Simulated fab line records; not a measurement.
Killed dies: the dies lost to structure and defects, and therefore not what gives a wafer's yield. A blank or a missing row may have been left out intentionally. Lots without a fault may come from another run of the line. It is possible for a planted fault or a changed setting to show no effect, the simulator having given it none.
The tool behind it: which one? | flow nandHarc | 15 lots, 45 wafers sampled, at 4 steps of a route of 1302

## WHAT THE GAUGES READ, wafer by wafer
NHARC_A_ZERO_WELL_CD_MEAS_10 targets a cd of 2000 nm.
lot  | measured     | on       | cdNm (nm)
L180 | day 6 23:54  | cdSem-01 | 1998.7 1999.5 1997.4
L181 | day 7 07:21  | cdSem-03 | 2001.0 2000.3 1998.1
L183 | day 8 05:07  | cdSem-01 | 1998.4 1998.8 2000.9
L184 | day 8 19:38  | cdSem-02 | 2000.1 1999.0 2000.8
L185 | day 8 20:29  | cdSem-02 | 1999.8 1997.3 2000.5
L186 | day 9 07:16  | cdSem-02 | 2001.5 2002.2 2002.3
L187 | day 9 17:18  | cdSem-01 | 1997.7 1997.9 1998.4
L190 | day 10 22:45 | cdSem-02 | 2000.9 2001.8 2000.3
L191 | day 11 09:02 | cdSem-02 | 2000.2 1999.8 2000.9
L192 | day 11 12:48 | cdSem-02 | 2000.7 2001.4 2000.2
L193 | day 12 03:19 | cdSem-02 | 1998.5 1997.3 1999.0
L194 | day 12 20:07 | cdSem-03 | 2001.1 1999.9 2001.9
L196 | day 13 13:25 | cdSem-02 | 1999.0 2000.4 2000.9
L201 | day 15 16:33 | cdSem-02 | 2002.2 2000.8 2001.5
L202 | day 16 01:29 | cdSem-03 | 2002.8 1999.2 2000.5

NHARC_A_CHANNEL_HOLE_D1_INSPECT_12.
lot  | measured     | on               | rawDefectCount
L180 | day 8 15:39  | defectInspect-02 | 2 4 2
L181 | day 9 03:21  | defectInspect-01 | 12 7 10
L183 | day 9 20:10  | defectInspect-02 | 3 4 2
L184 | day 10 13:29 | defectInspect-02 | 7 4 6
L185 | day 10 12:15 | defectInspect-02 | 6 7 6
L186 | day 10 23:08 | defectInspect-01 | 2 5 0
L187 | day 11 08:25 | defectInspect-01 | 4 2 9
L190 | day 12 12:25 | defectInspect-02 | 5 5 7
L191 | day 13 00:18 | defectInspect-02 | 3 8 3
L192 | day 13 00:08 | defectInspect-01 | 9 10 9
L193 | day 13 21:25 | defectInspect-01 | 2 3 8
L194 | day 14 14:08 | defectInspect-02 | 10 6 6
L196 | day 15 07:07 | defectInspect-02 | 8 6 6
L201 | day 17 11:51 | defectInspect-01 | 2 2 6
L202 | day 17 20:14 | defectInspect-01 | 7 4 3

## TOOL THAT RAN EACH LOT (tool first, then ch and the chambers of the sampled wafers, then the start)
lot  | NHARC_A_ZERO_WELL_DESCUM_12       | NHARC_A_CHANNEL_HOLE_D1_DEP_00
L180 | rieDiel-10 ch 1,2, day 7 00:03    | aclDep-02 ch 0, day 8 13:11
L181 | rieDiel-08 ch 0,1,2, day 7 07:32  | aclDep-03 ch 0, day 9 00:52
L183 | rieDiel-10 ch 0,1,3, day 8 05:17  | aclDep-02 ch 0, day 9 17:40
L184 | rieDiel-08 ch 1,2,3, day 8 19:49  | aclDep-01 ch 0, day 10 11:01
L185 | rieDiel-12 ch 0,3, day 8 20:38    | aclDep-03 ch 0, day 10 10:13
L186 | rieDiel-10 ch 0,1,3, day 9 07:26  | aclDep-01 ch 0, day 10 20:21
L187 | rieDiel-10 ch 1,2,3, day 9 17:28  | aclDep-03 ch 0, day 11 06:06
L190 | rieDiel-08 ch 0,1,3, day 10 22:55 | aclDep-03 ch 0, day 12 10:34
L191 | rieDiel-12 ch 0,2,3, day 11 09:13 | aclDep-02 ch 0, day 12 21:42
L192 | rieDiel-10 ch 0,3, day 11 12:58   | aclDep-01 ch 0, day 12 21:42
L193 | rieDiel-08 ch 0,2,3, day 12 03:30 | aclDep-02 ch 0, day 13 19:04
L194 | rieDiel-10 ch 0,2,3, day 12 20:18 | aclDep-03 ch 0, day 14 11:31
L196 | rieDiel-10 ch 0,1,2, day 13 13:34 | aclDep-03 ch 0, day 15 02:57
L201 | rieDiel-08 ch 0,1,2, day 15 16:44 | aclDep-02 ch 0, day 17 07:13
L202 | rieDiel-10 ch 0,1,2, day 16 01:38 | aclDep-03 ch 0, day 17 15:06 and aclDep-01 ch 0, day 17 17:46
- NHARC_A_ZERO_WELL_DESCUM_12: chemistry O2, time 3 s.
- NHARC_A_CHANNEL_HOLE_D1_DEP_00: deposits aC, target thk 3100 nm.

## AS READ BY THE TOOLS THEMSELVES (means over the sampled wafers that have a number; for cases with no such wafer, the mark the record gives instead)
NHARC_A_ZERO_WELL_DESCUM_12.
lot  | tool       | chamberPressureMTorr (mTorr) | drypumpMotorCurrentA (A) | oesProductAu (a.u.) | rfVppV (V) | showerheadPlenumPTorr (Torr) | throttleValvePct (%)
L180 | rieDiel-10 | 60.02                        | 5.9                      | 1.000               | 57.9       | 2.00                         | 11.309
L181 | rieDiel-08 | 60.01                        | 5.7                      | 1.009               | 57.6       | 1.94                         | 11.309
L183 | rieDiel-10 | 59.98                        | 5.9                      | 1.000               | 58.1       | 1.98                         | 11.311
L184 | rieDiel-08 | 60.02                        | 5.7                      | 1.014               | 57.9       | 1.99                         | 11.312
L185 | rieDiel-12 | 60.07                        | 5.2                      | 0.999               | 58.2       | 2.00                         | 11.312
L186 | rieDiel-10 | 60.01                        | 5.9                      | 1.001               | 58.0       | 1.98                         | 11.312
L187 | rieDiel-10 | 60.02                        | 5.7                      | 1.000               | 58.2       | 1.98                         | 11.304
L190 | rieDiel-08 | 60.01                        | 5.8                      | 1.010               | 58.1       | 1.94                         | 11.313
L191 | rieDiel-12 | 60.04                        | 5.5                      | 0.994               | 57.9       | 1.91                         | 11.304
L192 | rieDiel-10 | 59.99                        | 5.7                      | 1.002               | 58.6       | 1.96                         | 11.316
L193 | rieDiel-08 | 60.00                        | 5.5                      | 0.999               | 57.4       | 1.99                         | 11.313
L194 | rieDiel-10 | 60.01                        | 5.4                      | 1.004               | 58.9       | 1.99                         | 11.307
L196 | rieDiel-10 | 59.98                        | 5.7                      | 1.000               | 57.5       | 2.01                         | 11.314
L201 | rieDiel-08 | 59.98                        | 5.7                      | 1.007               | 58.5       | 1.93                         | 11.311
L202 | rieDiel-10 | 60.02                        | 5.7                      | 1.008               | 58.1       | 2.01                         | 11.308

NHARC_A_CHANNEL_HOLE_D1_DEP_00.
lot  | tool                | throttleValvePct (%)
L180 | aclDep-02           | 34.997
L181 | aclDep-03           | 34.995
L183 | aclDep-02           | 34.994
L184 | aclDep-01           | 34.995
L185 | aclDep-03           | 35.001
L186 | aclDep-01           | 35.005
L187 | aclDep-03           | 34.996
L190 | aclDep-03           | 34.994
L191 | aclDep-02           | 34.998
L192 | aclDep-01           | 34.994
L193 | aclDep-02           | 34.999
L194 | aclDep-03           | 34.994
L196 | aclDep-03           | 35.001
L201 | aclDep-02           | 35.000
L202 | aclDep-03/aclDep-01 | 34.998

## THE ANSWER, worked out from the rows above alone
Rule: the lots themselves supply what counts as usual. The widest of any qualifying gaps counts: lots, ordered by their means at a reading, are off when they make up no more than a third of the lots, leave a main group of 4 or more, and stand apart from it by 3 or more times the standard deviation of that group's means. Not used: any main group whose means are identical at the precision the tables above print for the reading. Also off: a lot with no number at a reading for which 4 or more lots have one. All remaining lots with rows at the step are treated as sound. Order of review: gauges by route order, followed by the tools' own readings, for which a lot's mean as printed above is used. At the first step where some lot is off, the reading lying furthest off is the one used; lots without a number count as furthest.
No lot is off on any of the readings shown, so nothing can be concluded from this.

## WHAT HAD BEEN PUT IN BY THE SIMULATOR
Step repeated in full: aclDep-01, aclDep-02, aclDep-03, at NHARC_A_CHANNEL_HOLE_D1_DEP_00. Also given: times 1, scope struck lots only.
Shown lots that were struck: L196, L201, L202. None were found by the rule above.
